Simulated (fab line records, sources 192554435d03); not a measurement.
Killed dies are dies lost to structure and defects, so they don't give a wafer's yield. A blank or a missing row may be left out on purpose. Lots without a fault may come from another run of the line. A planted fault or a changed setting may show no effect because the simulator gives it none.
Which tool did it? | flow n5_finfet | 24 lots, 72 wafers sampled, at 6 steps of a route of 1938

WHAT THE GAUGES READ, wafer by wafer
N5_BEOL_M2_CD_MEAS_35: target cd 18 nm, target cd y 22.2 nm.
lot  | measured     | on        | cd_nm (nm)
L074 | day 7 00:18  | cd_sem-01 | 18.8 18.2 19.1
L075 | day 7 01:27  | cd_sem-01 | 18.4 18.7 18.3
L076 | day 7 08:50  | cd_sem-03 | 17.9 17.6 17.7
L078 | day 7 21:16  | cd_sem-01 | 18.1 18.9 18.3
L077 | day 7 23:42  | cd_sem-01 | 18.8 17.7 18.4
L079 | day 8 03:34  | cd_sem-03 | 17.8 17.4 18.0
L081 | day 8 18:38  | cd_sem-01 | 18.1 18.3 18.1
L080 | day 9 00:47  | cd_sem-01 | 17.6 18.0 17.9
L082 | day 9 01:40  | cd_sem-02 | 17.9 17.6 17.8
L083 | day 9 06:26  | cd_sem-01 | 18.3 18.0 18.6
L084 | day 9 10:13  | cd_sem-01 | 18.3 17.7 18.2
L085 | day 9 16:51  | cd_sem-01 | 17.8 17.5 17.8
L087 | day 10 03:26 | cd_sem-01 | 18.7 18.0 19.2
L086 | day 10 11:55 | cd_sem-02 | 17.4 18.2 17.6
L088 | day 10 16:45 | cd_sem-01 | 18.0 17.3 17.4
L090 | day 10 19:59 | cd_sem-01 | 17.5 18.8 19.1
L089 | day 10 23:29 | cd_sem-01 | 17.7 17.3 17.6
L091 | day 11 08:31 | cd_sem-03 | 18.2 18.6 18.1
L093 | day 11 08:59 | cd_sem-02 | 18.3 18.9 18.2
L092 | day 12 01:40 | cd_sem-02 | 18.3 17.3 17.6
L094 | day 12 08:52 | cd_sem-03 | 17.5 18.2 18.0
L095 | day 12 14:53 | cd_sem-01 | 19.1 19.1 18.8
L097 | day 12 15:05 | cd_sem-01 | 18.0 17.7 18.3
L096 | day 12 19:57 | cd_sem-03 | 18.5 17.9 19.1

N5_BEOL_M2_INSPECT_59: inspects for defects (darkfield).
lot  | measured     | on                | raw_defect_count
L074 | day 7 04:05  | defect_inspect-01 | 45 67 123
L075 | day 7 06:57  | defect_inspect-01 | 56 39 73
L076 | day 7 13:00  | defect_inspect-01 | 59 76 61
L078 | day 8 02:15  | defect_inspect-02 | 62 65 49
L077 | day 8 03:52  | defect_inspect-02 | 58 72 56
L079 | day 8 08:34  | defect_inspect-02 | 59 58 108
L081 | day 8 22:14  | defect_inspect-02 | 127 107 148
L080 | day 9 05:15  | defect_inspect-02 | 65 56 58
L082 | day 9 07:58  | defect_inspect-02 | 65 74 38
L083 | day 9 10:32  | defect_inspect-02 | 86 79 51
L084 | day 9 14:17  | defect_inspect-01 | 68 77 86
L085 | day 9 22:13  | defect_inspect-01 | 75 65 69
L087 | day 10 07:20 | defect_inspect-01 | 54 42 60
L086 | day 10 16:00 | defect_inspect-02 | 61 91 68
L088 | day 10 20:55 | defect_inspect-02 | 104 72 108
L090 | day 10 23:31 | defect_inspect-01 | 92 90 71
L089 | day 11 03:23 | defect_inspect-01 | 79 57 86
L091 | day 11 12:35 | defect_inspect-01 | 74 66 66
L093 | day 11 14:26 | defect_inspect-02 | 64 70 43
L092 | day 12 05:35 | defect_inspect-02 | 124 122 155
L094 | day 12 14:01 | defect_inspect-01 | 96 74 70
L095 | day 12 18:54 | defect_inspect-01 | 72 93 144
L097 | day 12 22:07 | defect_inspect-02 | 61 89 78
L096 | day 13 00:17 | defect_inspect-02 | 102 120 107

WHICH TOOL RAN EACH LOT (tool, then ch and the chambers of the sampled wafers, then the start)
lot  | N5_BEOL_M2_SURFACE_TREAT_85  | N5_BEOL_M2_ANNEAL_80         | N5_BEOL_M2_SPUTTER_81        | N5_BEOL_M2_SPUTTER_94
L074 | pvd_sputter-01, day 7 00:55  | pvd_sputter-02, day 7 01:26  | pvd_sputter-02, day 7 01:34  | pvd_sputter-02, day 7 02:40
L075 | pvd_sputter-02, day 7 03:52  | pvd_sputter-02, day 7 04:25  | pvd_sputter-02, day 7 04:33  | pvd_sputter-02, day 7 05:39
L076 | pvd_sputter-03, day 7 09:38  | pvd_sputter-03, day 7 10:26  | pvd_sputter-03, day 7 10:35  | pvd_sputter-03, day 7 11:41
L078 | pvd_sputter-03, day 7 23:04  | pvd_sputter-01, day 7 23:41  | pvd_sputter-01, day 7 23:47  | pvd_sputter-01, day 8 00:53
L077 | pvd_sputter-03, day 8 00:30  | pvd_sputter-03, day 8 01:19  | pvd_sputter-03, day 8 01:28  | pvd_sputter-03, day 8 02:34
L079 | pvd_sputter-02, day 8 04:50  | pvd_sputter-01, day 8 05:43  | pvd_sputter-01, day 8 05:50  | pvd_sputter-01, day 8 06:56
L081 | pvd_sputter-03, day 8 19:08  | pvd_sputter-03, day 8 19:43  | pvd_sputter-03, day 8 19:51  | pvd_sputter-03, day 8 20:57
L080 | pvd_sputter-03, day 9 01:23  | pvd_sputter-03, day 9 02:05  | pvd_sputter-03, day 9 02:13  | pvd_sputter-03, day 9 03:19
L082 | pvd_sputter-02, day 9 03:27  | pvd_sputter-02, day 9 03:58  | pvd_sputter-02, day 9 04:07  | pvd_sputter-02, day 9 05:13
L083 | pvd_sputter-01, day 9 07:12  | pvd_sputter-02, day 9 07:57  | pvd_sputter-02, day 9 08:05  | pvd_sputter-02, day 9 09:11
L084 | pvd_sputter-01, day 9 11:09  | pvd_sputter-02, day 9 11:45  | pvd_sputter-02, day 9 11:53  | pvd_sputter-02, day 9 12:59
L085 | pvd_sputter-01, day 9 19:06  | pvd_sputter-03, day 9 19:41  | pvd_sputter-03, day 9 19:50  | pvd_sputter-03, day 9 20:56
L087 | pvd_sputter-01, day 10 04:13 | pvd_sputter-01, day 10 04:47 | pvd_sputter-01, day 10 04:56 | pvd_sputter-01, day 10 06:02
L086 | pvd_sputter-02, day 10 12:24 | pvd_sputter-01, day 10 13:14 | pvd_sputter-01, day 10 13:23 | pvd_sputter-01, day 10 14:29
L088 | pvd_sputter-02, day 10 17:29 | pvd_sputter-03, day 10 18:05 | pvd_sputter-03, day 10 18:14 | pvd_sputter-03, day 10 19:20
L090 | pvd_sputter-02, day 10 20:27 | pvd_sputter-02, day 10 20:58 | pvd_sputter-02, day 10 21:07 | pvd_sputter-02, day 10 22:13
L089 | pvd_sputter-02, day 11 00:16 | pvd_sputter-01, day 11 00:52 | pvd_sputter-01, day 11 01:00 | pvd_sputter-01, day 11 02:06
L091 | pvd_sputter-01, day 11 09:29 | pvd_sputter-01, day 11 10:04 | pvd_sputter-01, day 11 10:12 | pvd_sputter-01, day 11 11:18
L093 | pvd_sputter-03, day 11 10:10 | pvd_sputter-01, day 11 11:54 | pvd_sputter-01, day 11 12:02 | pvd_sputter-01, day 11 13:08
L092 | pvd_sputter-02, day 12 02:22 | pvd_sputter-03, day 12 02:53 | pvd_sputter-03, day 12 03:02 | pvd_sputter-03, day 12 04:08
L094 | pvd_sputter-02, day 12 09:27 | pvd_sputter-03, day 12 11:19 | pvd_sputter-03, day 12 11:27 | pvd_sputter-03, day 12 12:33
L095 | pvd_sputter-02, day 12 15:32 | pvd_sputter-01, day 12 16:22 | pvd_sputter-01, day 12 16:31 | pvd_sputter-01, day 12 17:37
L097 | pvd_sputter-01, day 12 15:38 | pvd_sputter-03, day 12 18:07 | pvd_sputter-03, day 12 18:15 | pvd_sputter-03, day 12 19:21
L096 | pvd_sputter-01, day 12 20:53 | pvd_sputter-01, day 12 21:45 | pvd_sputter-01, day 12 21:53 | pvd_sputter-01, day 12 22:59
- N5_BEOL_M2_SURFACE_TREAT_85
- N5_BEOL_M2_ANNEAL_80: time 240 s.
- N5_BEOL_M2_SPUTTER_81: material Cu, target thk 4.5 nm, time 8.29 s.
- N5_BEOL_M2_SPUTTER_94: material Cu, target thk 4.5 nm, time 8.29 s.

WHAT THE TOOLS THEMSELVES READ (means of the sampled wafers that have a number; where no wafer has one, the mark that the record gives instead)
N5_BEOL_M2_ANNEAL_80.
lot  | tool           | heater_power_w (W)
L074 | pvd_sputter-02 | 864
L075 | pvd_sputter-02 | 898
L076 | pvd_sputter-03 | 876
L078 | pvd_sputter-01 | 897
L077 | pvd_sputter-03 | 883
L079 | pvd_sputter-01 | 906
L081 | pvd_sputter-03 | 858
L080 | pvd_sputter-03 | 878
L082 | pvd_sputter-02 | 894
L083 | pvd_sputter-02 | 765
L084 | pvd_sputter-02 | 860
L085 | pvd_sputter-03 | 789
L087 | pvd_sputter-01 | 843
L086 | pvd_sputter-01 | 853
L088 | pvd_sputter-03 | 784
L090 | pvd_sputter-02 | 907
L089 | pvd_sputter-01 | 858
L091 | pvd_sputter-01 | 922
L093 | pvd_sputter-01 | 907
L092 | pvd_sputter-03 | 835
L094 | pvd_sputter-03 | 831
L095 | pvd_sputter-01 | 858
L097 | pvd_sputter-03 | 829
L096 | pvd_sputter-01 | 912

N5_BEOL_M2_SPUTTER_81.
lot  | tool           | chuck_sensor_temp_C (C) | throttle_valve_pct (%)
L074 | pvd_sputter-02 | -16.1                   | 28.6
L075 | pvd_sputter-02 | -16.4                   | 29.2
L076 | pvd_sputter-03 | -16.3                   | 31.0
L078 | pvd_sputter-01 | -16.3                   | 28.6
L077 | pvd_sputter-03 | -16.0                   | 31.0
L079 | pvd_sputter-01 | -16.5                   | 28.6
L081 | pvd_sputter-03 | -16.1                   | 30.1
L080 | pvd_sputter-03 | -15.9                   | 30.3
L082 | pvd_sputter-02 | -16.6                   | 29.2
L083 | pvd_sputter-02 | -16.3                   | 29.4
L084 | pvd_sputter-02 | -16.2                   | 28.7
L085 | pvd_sputter-03 | -16.2                   | 28.9
L087 | pvd_sputter-01 | -16.3                   | 29.6
L086 | pvd_sputter-01 | -16.0                   | 29.3
L088 | pvd_sputter-03 | -16.5                   | 29.6
L090 | pvd_sputter-02 | -16.6                   | 29.2
L089 | pvd_sputter-01 | -16.2                   | 29.0
L091 | pvd_sputter-01 | -16.4                   | 28.6
L093 | pvd_sputter-01 | -16.3                   | 28.6
L092 | pvd_sputter-03 | -16.3                   | 29.9
L094 | pvd_sputter-03 | -16.8                   | 30.7
L095 | pvd_sputter-01 | -16.1                   | 29.3
L097 | pvd_sputter-03 | -16.6                   | 30.7
L096 | pvd_sputter-01 | -16.7                   | 29.1

N5_BEOL_M2_SPUTTER_94.
lot  | tool           | chuck_sensor_temp_C (C) | throttle_valve_pct (%)
L074 | pvd_sputter-02 | -16.2                   | 28.6
L075 | pvd_sputter-02 | -16.6                   | 29.3
L076 | pvd_sputter-03 | -16.3                   | 31.1
L078 | pvd_sputter-01 | -16.4                   | 28.7
L077 | pvd_sputter-03 | -16.0                   | 31.1
L079 | pvd_sputter-01 | -16.4                   | 28.8
L081 | pvd_sputter-03 | -16.1                   | 29.9
L080 | pvd_sputter-03 | -15.8                   | 30.2
L082 | pvd_sputter-02 | -16.7                   | 29.3
L083 | pvd_sputter-02 | -16.2                   | 29.4
L084 | pvd_sputter-02 | -16.3                   | 28.7
L085 | pvd_sputter-03 | -16.2                   | 29.0
L087 | pvd_sputter-01 | -16.3                   | 29.3
L086 | pvd_sputter-01 | -16.0                   | 29.1
L088 | pvd_sputter-03 | -16.3                   | 29.9
L090 | pvd_sputter-02 | -16.5                   | 29.2
L089 | pvd_sputter-01 | -16.1                   | 29.2
L091 | pvd_sputter-01 | -16.3                   | 28.6
L093 | pvd_sputter-01 | -16.5                   | 28.6
L092 | pvd_sputter-03 | -16.3                   | 29.9
L094 | pvd_sputter-03 | -16.7                   | 30.6
L095 | pvd_sputter-01 | -16.1                   | 29.2
L097 | pvd_sputter-03 | -16.5                   | 30.7
L096 | pvd_sputter-01 | -16.7                   | 29.1

THE ANSWER, worked out from the rows above alone
Rule: what is usual is taken from the lots themselves. Put in order of their means at a reading, lots are off if they are a third of the lots or fewer, leave a main group of 4 or more, and stand apart from it by a gap of 3 or more times the standard deviation of the main group's means; of several such gaps the widest counts. A main group whose means are all the same, to the digits that the tables above print for the reading, isn't used. A lot without any number at a reading at which 4 lots or more have one is off too. The other lots that the step has rows for count as sound. The gauges are gone through in route order, then the tools' own readings, and for those a lot's mean is taken as printed above. The first step at which some lot is off is used, and at that step the reading that is off furthest; a lot without a number counts as furthest.
No lot is off at any reading shown: from this, nothing can be told.

WHAT THE SIMULATOR HAD PUT IN
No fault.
